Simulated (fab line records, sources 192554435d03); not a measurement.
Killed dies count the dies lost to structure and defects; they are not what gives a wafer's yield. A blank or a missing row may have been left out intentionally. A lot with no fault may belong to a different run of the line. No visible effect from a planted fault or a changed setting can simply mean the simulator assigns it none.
Matching of chambers | flow n5Finfet | N5_BEOL_M7_ALD_77 on aldMetal-03 has 4 sister chambers
The step deposits TaN, target thk 2 nm, pulse time 2 s, purge time 3 s. 4 wafers are shown with their chamber, then 9 later ones without.

== WAFERS WITH THEIR CHAMBER ==
wafer  | chamber | heaterPowerW (W)
L081.1 | 1       | 454
L083.1 | 3       | 411
L083.3 | 2       | 375
L083.4 | 0       | 430

== WAFERS WITHOUT THEIR CHAMBER ==
wafer  | heaterPowerW (W)
L085.3 | 444
L085.4 | 375
L085.6 | 406
L090.1 | 440
L090.2 | 360
L090.6 | 449
L093.1 | 450
L093.2 | 405
L093.6 | 404

== WHICH CHAMBER EACH WENT THROUGH ==
wafer  | from the rows above     | in truth
L085.3 | can't be placed: 1 or 0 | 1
L085.4 | 2                       | 2
L085.6 | 3                       | 3
L090.1 | can't be placed: 0 or 1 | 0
L090.2 | 2                       | 2
L090.6 | can't be placed: 1 or 0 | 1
L093.1 | 1                       | 1
L093.2 | 3                       | 3
L093.6 | 3                       | 3
Correctly placed: 6 of 9. Cannot be placed on the basis of these rows: 3; the candidates contain the true chamber in 3. 0 placed wrongly.
How it was worked out, from the rows above alone: a wafer's distance from a chamber is the root of the sum, over the readings, of the square of ((its reading less the chamber's mean) divided by the reading's scatter). If the next closest chamber is less than 2 further off than the closest, the wafer can't be placed; otherwise it belongs to the closest. Each chamber's mean is taken over the wafers shown for it. The scatter: with one shown wafer a chamber, the root of the mean of the squares of how far each hidden wafer lies from its nearest shown one.
